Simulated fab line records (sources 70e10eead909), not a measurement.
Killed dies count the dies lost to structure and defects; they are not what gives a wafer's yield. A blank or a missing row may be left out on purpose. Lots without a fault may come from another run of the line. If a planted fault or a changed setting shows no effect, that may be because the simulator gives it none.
Which tool did it? + flow nand-harc + 24 lots with 72 wafers sampled at 6 steps, on a route of 1159 steps

## WHAT THE GAUGES READ, wafer by wafer
NHARC_P_GATE_OVL_MEAS_27.
| lot  | measured     | on         | overlay-x-nm (nm) | overlay-y-nm (nm) |
|------|--------------|------------|-------------------|-------------------|
| L074 | day 4 19:20  | overlay-01 | -0.2 -0.7 0.0     | 0.1 -0.5 -0.6     |
| L075 | day 5 01:05  | overlay-02 | 1.3 1.3 1.0       | 0.4 -0.1 0.1      |
| L076 | day 5 00:37  | overlay-01 | 1.5 0.5 1.3       | 0.0 0.2 -0.1      |
| L077 | day 5 10:31  | overlay-01 | -1.0 -0.5 -1.0    | 1.4 1.1 1.2       |
| L078 | day 5 17:29  | overlay-02 | -0.3 -0.7 -0.9    | -1.5 -0.9 -0.9    |
| L079 | day 5 16:44  | overlay-02 | 0.3 0.2 0.5       | 0.4 0.9 1.2       |
| L080 | day 6 04:46  | overlay-02 | -1.1 -1.5 -0.8    | 0.9 1.1 0.8       |
| L081 | day 6 14:53  | overlay-02 | -0.2 0.3 0.1      | -0.1 -0.4 -0.4    |
| L082 | day 6 15:05  | overlay-01 | 0.2 0.7 1.1       | -0.8 -1.3 -1.2    |
| L083 | day 7 02:25  | overlay-02 | -0.4 -0.3 -0.7    | 0.3 -0.5 -0.2     |
| L084 | day 7 03:02  | overlay-01 | 1.0 1.1 1.2       | 0.1 0.1 0.0       |
| L085 | day 7 21:44  | overlay-02 | -0.4 0.2 -0.3     | 0.2 -0.1 0.2      |
| L086 | day 7 22:14  | overlay-02 | 0.5 -0.3 -0.2     | 0.8 0.7 1.1       |
| L087 | day 7 21:35  | overlay-01 | 0.3 0.4 0.9       | -0.7 -0.2 -0.1    |
| L088 | day 7 21:59  | overlay-01 | -1.2 -1.9 -1.9    | 0.1 0.4 0.5       |
| L089 | day 8 14:41  | overlay-02 | 0.1 0.3 -0.3      | 0.0 -0.1 -0.8     |
| L090 | day 8 21:31  | overlay-01 | -0.4 -0.4 -0.5    | -0.5 0.1 0.0      |
| L091 | day 8 20:53  | overlay-02 | -0.8 -0.5 0.0     | 0.1 0.1 -0.1      |
| L092 | day 9 08:41  | overlay-02 | 0.8 0.6 0.3       | -0.1 0.5 0.6      |
| L093 | day 9 07:56  | overlay-01 | 0.4 0.0 0.3       | 0.3 0.1 0.8       |
| L094 | day 9 13:40  | overlay-01 | 0.9 0.8 0.5       | -1.1 -0.8 -1.0    |
| L095 | day 10 06:52 | overlay-02 | 1.3 0.9 1.4       | 0.0 -0.2 -0.1     |
| L096 | day 10 07:12 | overlay-02 | -1.6 -2.0 -1.7    | 0.8 1.1 1.0       |
| L097 | day 10 06:33 | overlay-02 | 1.1 0.7 0.8       | -0.8 -1.2 -0.9    |

NHARC_P_CONTACT_OVL_MEAS_13.
| lot  | measured     | on         | overlay-x-nm (nm) | overlay-y-nm (nm) |
|------|--------------|------------|-------------------|-------------------|
| L074 | day 5 16:16  | overlay-02 | 2.4 2.3 2.3       | 0.9 1.6 1.3       |
| L075 | day 5 23:19  | overlay-01 | -0.9 -0.9 -1.2    | -0.9 -1.2 -0.8    |
| L076 | day 5 22:14  | overlay-01 | 1.6 1.2 1.0       | 0.7 0.4 0.6       |
| L077 | day 6 06:26  | overlay-02 | -0.5 -1.1 -0.7    | 0.4 0.4 0.5       |
| L078 | day 6 13:41  | overlay-02 | 0.0 -0.1 0.2      | -0.2 -0.2 -0.6    |
| L079 | day 6 12:59  | overlay-01 | -0.4 0.2 -0.1     | 2.4 1.9 1.9       |
| L080 | day 7 01:11  | overlay-01 | 1.0 -0.1 0.7      | -0.7 -0.9 -1.1    |
| L081 | day 7 11:16  | overlay-02 | 0.5 0.9 0.7       | -0.6 0.3 0.0      |
| L082 | day 7 11:46  | overlay-02 | -1.4 -1.7 -1.5    | -0.4 -0.7 0.0     |
| L083 | day 7 22:44  | overlay-01 | -1.3 -0.7 -0.4    | -0.7 0.4 -0.2     |
| L084 | day 7 23:37  | overlay-01 | -0.2 -0.2 -0.1    | 0.4 -0.1 -0.3     |
| L085 | day 9 00:32  | overlay-01 | 1.3 1.6 0.9       | 0.9 1.4 1.1       |
| L086 | day 8 19:16  | overlay-02 | -0.4 0.7 0.3      | -0.8 -1.1 -0.8    |
| L087 | day 8 17:56  | overlay-01 | 0.9 0.6 0.4       | -1.3 -1.5 -2.2    |
| L088 | day 8 18:25  | overlay-01 | -1.7 -1.6 -1.6    | 0.9 0.6 0.9       |
| L089 | day 9 11:15  | overlay-02 | 1.4 1.5 1.1       | -0.5 -0.4 0.0     |
| L090 | day 9 17:41  | overlay-01 | 0.6 -0.3 -0.3     | -1.3 -1.5 -0.7    |
| L091 | day 9 17:02  | overlay-02 | 0.1 0.2 -0.6      | -0.9 -1.4 -1.4    |
| L092 | day 10 05:17 | overlay-01 | -0.6 -0.7 -0.4    | 0.2 0.4 -0.3      |
| L093 | day 10 05:02 | overlay-02 | 0.5 0.7 0.9       | 0.6 1.7 0.2       |
| L094 | day 10 13:18 | overlay-02 | 1.2 1.0 1.6       | -0.5 0.0 0.0      |
| L095 | day 11 03:43 | overlay-01 | 1.4 1.5 1.4       | -0.8 -0.3 -0.2    |
| L096 | day 11 11:32 | overlay-01 | -0.5 0.1 -0.1     | -1.7 -1.4 -1.1    |
| L097 | day 11 02:55 | overlay-02 | -0.2 -0.5 -0.5    | 0.3 -0.2 0.6      |

## WHICH TOOL RAN EACH LOT (tool, then ch and the chambers of the sampled wafers, then the start)
| lot  | NHARC_P_ZERO_WELL_ETCH_65         | NHARC_P_ZERO_WELL_ETCH_62                     | NHARC_P_GATE_HM_DEP_102       | NHARC_P_GATE_STRIP_75                |
|------|-----------------------------------|-----------------------------------------------|-------------------------------|--------------------------------------|
| L074 | rie-diel-01 ch 1,3, day 1 13:22   | rie-diel-01 ch 1,2, day 4 18:11 or earlier    | acl-dep-01 ch 0, day 4 18:11  | plasma-asher-02 ch 0,1, day 5 08:06  |
| L075 | rie-diel-13 ch 0,1, day 1 19:29   | rie-diel-13 ch 0,1,3, day 4 23:46 or earlier  | acl-dep-01 ch 0, day 4 23:46  | plasma-asher-02 ch 0, day 5 14:38    |
| L076 | rie-diel-13 ch 0,1, day 2 01:35   | rie-diel-13 ch 0,3, day 4 23:15 or earlier    | acl-dep-03 ch 0, day 4 23:15  | plasma-asher-02 ch 0,1, day 5 14:11  |
| L077 | rie-diel-01 ch 1,2, day 2 07:29   | rie-diel-01 ch 0,2, day 5 09:04 or earlier    | acl-dep-02 ch 0, day 5 09:04  | plasma-asher-01 ch 0, day 5 23:23    |
| L078 | rie-diel-11 ch 0,1,3, day 2 13:30 | rie-diel-11 ch 0,1,3, day 5 16:02 or earlier  | acl-dep-02 ch 0, day 5 16:02  | plasma-asher-01 ch 0,1, day 6 06:19  |
| L079 | rie-diel-11 ch 0,1,3, day 2 19:23 | rie-diel-11 ch 2,3, day 5 15:25 or earlier    | acl-dep-03 ch 0, day 5 15:25  | plasma-asher-02 ch 0, day 6 05:47    |
| L080 | rie-diel-13 ch 1,2,3, day 3 01:31 | rie-diel-13 ch 1,2, day 6 03:35 or earlier    | acl-dep-02 ch 0, day 6 03:35  | plasma-asher-01 ch 0,1, day 6 17:32  |
| L081 | rie-diel-13 ch 1,2, day 3 07:29   | rie-diel-13 ch 0,1,3, day 6 13:41 or earlier  | acl-dep-01 ch 0, day 6 13:41  | plasma-asher-02 ch 0,1, day 7 03:53  |
| L082 | rie-diel-11 ch 1,3, day 3 13:32   | rie-diel-11 ch 0,2,3, day 6 13:35 or earlier  | acl-dep-02 ch 0, day 6 13:35  | plasma-asher-01 ch 0,1, day 7 04:05  |
| L083 | rie-diel-11 ch 1,2, day 3 19:29   | rie-diel-11 ch 0,2,3, day 7 01:18 or earlier  | acl-dep-02 ch 0, day 7 01:18  | plasma-asher-02 ch 0,1, day 7 15:25  |
| L084 | rie-diel-13 ch 0,1,2, day 4 01:29 | rie-diel-13 ch 0,2,3, day 7 01:43 or earlier  | acl-dep-02 ch 0, day 7 01:43  | plasma-asher-01 ch 0,1, day 7 15:56  |
| L085 | rie-diel-01 ch 1,2,3, day 4 07:23 | rie-diel-01 ch 0,2,3, day 7 20:17 or earlier  | acl-dep-02 ch 0, day 7 20:17  | plasma-asher-01 ch 0,1, day 8 17:22  |
| L086 | rie-diel-13 ch 1,3, day 4 13:22   | rie-diel-13 ch 0,1,2, day 7 20:54 or earlier  | acl-dep-01 ch 0, day 7 20:54  | plasma-asher-01 ch 1, day 8 11:16    |
| L087 | rie-diel-01 ch 1,2, day 4 19:22   | rie-diel-01 ch 0,3, day 7 20:15 or earlier    | acl-dep-01 ch 0, day 7 20:15  | plasma-asher-01 ch 0,1, day 8 10:46  |
| L088 | rie-diel-01 ch 0,2, day 5 01:29   | rie-diel-01 ch 0,2, day 7 20:33 or earlier    | acl-dep-03 ch 0, day 7 20:33  | plasma-asher-02 ch 0,1, day 8 10:56  |
| L089 | rie-diel-01 ch 0,2,3, day 5 07:29 | rie-diel-01 ch 1,2, day 8 13:27 or earlier    | acl-dep-01 ch 0, day 8 13:27  | plasma-asher-02 ch 0,1, day 9 03:32  |
| L090 | rie-diel-13 ch 1,2, day 5 13:22   | rie-diel-13 ch 0,1,2, day 8 20:05 or earlier  | acl-dep-02 ch 0, day 8 20:05  | plasma-asher-01 ch 0,1, day 9 10:20  |
| L091 | rie-diel-11 ch 0,2, day 5 19:26   | rie-diel-11 ch 1,2,3, day 8 19:40 or earlier  | acl-dep-02 ch 0, day 8 19:40  | plasma-asher-01 ch 0,1, day 9 09:38  |
| L092 | rie-diel-13 ch 0,3, day 6 02:01   | rie-diel-13 ch 1,2, day 9 07:29 or earlier    | acl-dep-02 ch 0, day 9 07:29  | plasma-asher-01 ch 0,1, day 9 21:52  |
| L093 | rie-diel-11 ch 1,2,3, day 6 07:23 | rie-diel-11 ch 0,2,3, day 9 06:37 or earlier  | acl-dep-02 ch 0, day 9 06:37  | plasma-asher-02 ch 0,1, day 9 21:40  |
| L094 | rie-diel-01 ch 1,2, day 6 13:31   | rie-diel-01 ch 0,2,3, day 9 12:05 or earlier  | acl-dep-03 ch 0, day 9 12:05  | plasma-asher-02 ch 0,1, day 10 04:52 |
| L095 | rie-diel-11 ch 0,1,2, day 6 19:28 | rie-diel-11 ch 0,1,3, day 10 05:08 or earlier | acl-dep-02 ch 0, day 10 05:08 | plasma-asher-01 ch 0,1, day 10 19:52 |
| L096 | rie-diel-13 ch 1,2,3, day 7 01:22 | rie-diel-13 ch 0,1, day 10 05:52 or earlier   | acl-dep-03 ch 0, day 10 05:52 | plasma-asher-01 ch 0,1, day 11 03:54 |
| L097 | rie-diel-01 ch 0,2,3, day 7 07:21 | rie-diel-01 ch 0,1, day 10 05:08 or earlier   | acl-dep-03 ch 0, day 10 05:08 | plasma-asher-01 ch 0,1, day 10 19:29 |
- NHARC_P_ZERO_WELL_ETCH_65: etches the open film in N2/H2, target depth 80 nm, overetch 24 nm, time 87.88 s.
- NHARC_P_ZERO_WELL_ETCH_62: etches the open film in CHF3/Ar, target depth 13 nm, time 6.5 s.
- NHARC_P_GATE_HM_DEP_102: deposits aC, target thk 120 nm.
- NHARC_P_GATE_STRIP_75: strips in O2.

## WHAT THE TOOLS THEMSELVES READ (means of the sampled wafers that have a number; where no wafer has one, the mark that the record gives instead)
NHARC_P_ZERO_WELL_ETCH_65.
| lot  | tool        | drypump-motor-current-A (A) | h2-flow-sccm (sccm) | oes-product-au (a.u.) | rf-vpp-V (V) | showerhead-plenum-p-Torr (Torr) | throttle-valve-pct (%) |
|------|-------------|-----------------------------|---------------------|-----------------------|--------------|---------------------------------|------------------------|
| L074 | rie-diel-01 | 5.0                         | 150.3               | 0.990                 | 429.6        | 2.00                            | 14.177                 |
| L075 | rie-diel-13 | 5.4                         | 149.9               | 1.009                 | 433.8        | 2.15                            | 14.165                 |
| L076 | rie-diel-13 | 5.7                         | 149.8               | 1.002                 | 431.7        | 2.11                            | 14.174                 |
| L077 | rie-diel-01 | 5.1                         | 150.0               | 0.997                 | 430.4        | 2.04                            | 14.172                 |
| L078 | rie-diel-11 | 5.2                         | 150.2               | 1.003                 | 430.0        | 2.03                            | 14.177                 |
| L079 | rie-diel-11 | 5.2                         | 149.8               | 1.001                 | 430.4        | 2.03                            | 14.165                 |
| L080 | rie-diel-13 | 5.6                         | 150.3               | 0.993                 | 430.2        | 2.02                            | 14.176                 |
| L081 | rie-diel-13 | 5.5                         | 150.5               | 1.001                 | 429.1        | 1.98                            | 14.173                 |
| L082 | rie-diel-11 | 5.2                         | 149.6               | 1.004                 | 430.3        | 2.05                            | 14.178                 |
| L083 | rie-diel-11 | 5.5                         | 150.4               | 1.002                 | 432.5        | 2.14                            | 14.175                 |
| L084 | rie-diel-13 | 5.5                         | 149.8               | 1.006                 | 430.9        | 2.07                            | 14.169                 |
| L085 | rie-diel-01 | 5.3                         | 150.1               | 0.997                 | 428.6        | 2.00                            | 14.165                 |
| L086 | rie-diel-13 | 5.7                         | 149.8               | 1.008                 | 431.1        | 2.05                            | 14.164                 |
| L087 | rie-diel-01 | 5.4                         | 149.8               | 0.991                 | 431.2        | 2.05                            | 14.170                 |
| L088 | rie-diel-01 | 5.2                         | 150.0               | 0.994                 | 430.8        | 2.06                            | 14.166                 |
| L089 | rie-diel-01 | 5.3                         | 150.3               | 0.995                 | 430.0        | 2.01                            | 14.175                 |
| L090 | rie-diel-13 | 5.7                         | 150.1               | 0.989                 | 429.7        | 2.02                            | 14.168                 |
| L091 | rie-diel-11 | 5.6                         | 149.6               | 1.007                 | 429.3        | 1.99                            | 14.169                 |
| L092 | rie-diel-13 | 5.4                         | 150.2               | 0.993                 | 433.5        | 2.15                            | 14.178                 |
| L093 | rie-diel-11 | 5.3                         | 149.8               | 0.999                 | 431.3        | 2.09                            | 14.174                 |
| L094 | rie-diel-01 | 5.1                         | 150.0               | 0.996                 | 430.7        | 2.04                            | 14.163                 |
| L095 | rie-diel-11 | 5.4                         | 150.3               | 1.005                 | 431.4        | 2.07                            | 14.179                 |
| L096 | rie-diel-13 | 5.5                         | 150.3               | 0.990                 | 429.9        | 2.02                            | 14.174                 |
| L097 | rie-diel-01 | 5.3                         | 150.0               | 0.992                 | 429.9        | 2.01                            | 14.178                 |

NHARC_P_ZERO_WELL_ETCH_62.
| lot  | tool        | drypump-motor-current-A (A) | oes-product-au (a.u.) | rf-vpp-V (V) | showerhead-plenum-p-Torr (Torr) | throttle-valve-pct (%) |
|------|-------------|-----------------------------|-----------------------|--------------|---------------------------------|------------------------|
| L074 | rie-diel-01 | 5.1                         | 0.963                 | 370.3        | 2.34                            | 20.224                 |
| L075 | rie-diel-13 | 5.6                         | 0.958                 | 372.1        | 2.42                            | 20.219                 |
| L076 | rie-diel-13 | 5.5                         | 0.978                 | 372.2        | 2.41                            | 20.215                 |
| L077 | rie-diel-01 | 5.2                         | 0.967                 | 371.8        | 2.36                            | 20.222                 |
| L078 | rie-diel-11 | 5.2                         | 0.971                 | 370.6        | 2.34                            | 20.218                 |
| L079 | rie-diel-11 | 5.6                         | 0.968                 | 369.5        | 2.34                            | 20.207                 |
| L080 | rie-diel-13 | 5.7                         | 0.960                 | 370.0        | 2.32                            | 20.220                 |
| L081 | rie-diel-13 | 5.6                         | 0.951                 | 372.1        | 2.41                            | 20.209                 |
| L082 | rie-diel-11 | 5.6                         | 1.003                 | 369.7        | 2.32                            | 20.215                 |
| L083 | rie-diel-11 | 5.6                         | 0.971                 | 369.4        | 2.32                            | 20.216                 |
| L084 | rie-diel-13 | 5.3                         | 0.980                 | 370.9        | 2.37                            | 20.213                 |
| L085 | rie-diel-01 | 5.3                         | 0.945                 | 370.3        | 2.31                            | 20.212                 |
| L086 | rie-diel-13 | 5.4                         | 0.968                 | 371.9        | 2.37                            | 20.219                 |
| L087 | rie-diel-01 | 5.2                         | 0.970                 | 368.9        | 2.26                            | 20.215                 |
| L088 | rie-diel-01 | 5.4                         | 0.936                 | 371.7        | 2.36                            | 20.225                 |
| L089 | rie-diel-01 | 5.4                         | 0.952                 | 370.4        | 2.35                            | 20.215                 |
| L090 | rie-diel-13 | 5.5                         | 0.957                 | 370.9        | 2.37                            | 20.216                 |
| L091 | rie-diel-11 | 5.3                         | 0.956                 | 372.0        | 2.40                            | 20.215                 |
| L092 | rie-diel-13 | 5.4                         | 0.959                 | 369.0        | 2.28                            | 20.218                 |
| L093 | rie-diel-11 | 5.6                         | 0.960                 | 369.9        | 2.31                            | 20.220                 |
| L094 | rie-diel-01 | 5.3                         | 0.966                 | 370.0        | 2.31                            | 20.225                 |
| L095 | rie-diel-11 | 5.2                         | 0.967                 | 371.3        | 2.33                            | 20.214                 |
| L096 | rie-diel-13 | 5.5                         | 0.973                 | 373.7        | 2.46                            | 20.221                 |
| L097 | rie-diel-01 | 4.9                         | 0.952                 | 371.3        | 2.36                            | 20.210                 |

NHARC_P_GATE_HM_DEP_102.
| lot  | tool       | throttle-valve-pct (%) |
|------|------------|------------------------|
| L074 | acl-dep-01 | 34.995                 |
| L075 | acl-dep-01 | 34.994                 |
| L076 | acl-dep-03 | 35.000                 |
| L077 | acl-dep-02 | 35.004                 |
| L078 | acl-dep-02 | 34.997                 |
| L079 | acl-dep-03 | 34.994                 |
| L080 | acl-dep-02 | 35.003                 |
| L081 | acl-dep-01 | 34.997                 |
| L082 | acl-dep-02 | 34.997                 |
| L083 | acl-dep-02 | 35.000                 |
| L084 | acl-dep-02 | 35.005                 |
| L085 | acl-dep-02 | 35.001                 |
| L086 | acl-dep-01 | 34.998                 |
| L087 | acl-dep-01 | 34.997                 |
| L088 | acl-dep-03 | 34.997                 |
| L089 | acl-dep-01 | 35.002                 |
| L090 | acl-dep-02 | 34.992                 |
| L091 | acl-dep-02 | 35.007                 |
| L092 | acl-dep-02 | 34.999                 |
| L093 | acl-dep-02 | 34.998                 |
| L094 | acl-dep-03 | 34.998                 |
| L095 | acl-dep-02 | 34.988                 |
| L096 | acl-dep-03 | 35.005                 |
| L097 | acl-dep-03 | 34.993                 |

NHARC_P_GATE_STRIP_75.
| lot  | tool            | drypump-motor-current-A (A) | heater-power-w (W) |
|------|-----------------|-----------------------------|--------------------|
| L074 | plasma-asher-02 | 5.80                        | 317                |
| L075 | plasma-asher-02 | 5.82                        | 299                |
| L076 | plasma-asher-02 | 5.77                        | 338                |
| L077 | plasma-asher-01 | 5.71                        | 361                |
| L078 | plasma-asher-01 | 5.75                        | 339                |
| L079 | plasma-asher-02 | 5.84                        | 298                |
| L080 | plasma-asher-01 | 5.74                        | 349                |
| L081 | plasma-asher-02 | 5.74                        | 333                |
| L082 | plasma-asher-01 | 5.73                        | 340                |
| L083 | plasma-asher-02 | 5.78                        | 337                |
| L084 | plasma-asher-01 | 5.75                        | 337                |
| L085 | plasma-asher-01 | 5.73                        | 350                |
| L086 | plasma-asher-01 | 5.74                        | 328                |
| L087 | plasma-asher-01 | 5.74                        | 353                |
| L088 | plasma-asher-02 | 5.76                        | 337                |
| L089 | plasma-asher-02 | 5.76                        | 340                |
| L090 | plasma-asher-01 | 5.73                        | 337                |
| L091 | plasma-asher-01 | 5.73                        | 346                |
| L092 | plasma-asher-01 | 5.75                        | 337                |
| L093 | plasma-asher-02 | 5.77                        | 338                |
| L094 | plasma-asher-02 | 5.79                        | 314                |
| L095 | plasma-asher-01 | 5.74                        | 354                |
| L096 | plasma-asher-01 | 5.76                        | 338                |
| L097 | plasma-asher-01 | 5.74                        | 347                |

## THE ANSWER, worked out from the rows above alone
Rule: the usual values come from the lots themselves. Put in order of their means at a reading, lots are off if they are a third of the lots or fewer, leave a main group of 4 or more, and stand apart from it by a gap of 3 or more times the standard deviation of the main group's means; of several such gaps the widest counts. A main group whose means are all the same, to the digits that the tables above print for the reading, isn't used. A lot without any number at a reading at which 4 lots or more have one is off too. Any other lot the step has rows for is counted as sound. After the gauges, taken in route order, come the tools' own readings; for these a lot's mean is taken, as printed above. At the first step where some lot is off, the reading lying furthest off is the one used; lots without a number count as furthest.
No lot is off on any of the readings shown, so nothing can be concluded from this.

## WHAT THE SIMULATOR HAD INSERTED
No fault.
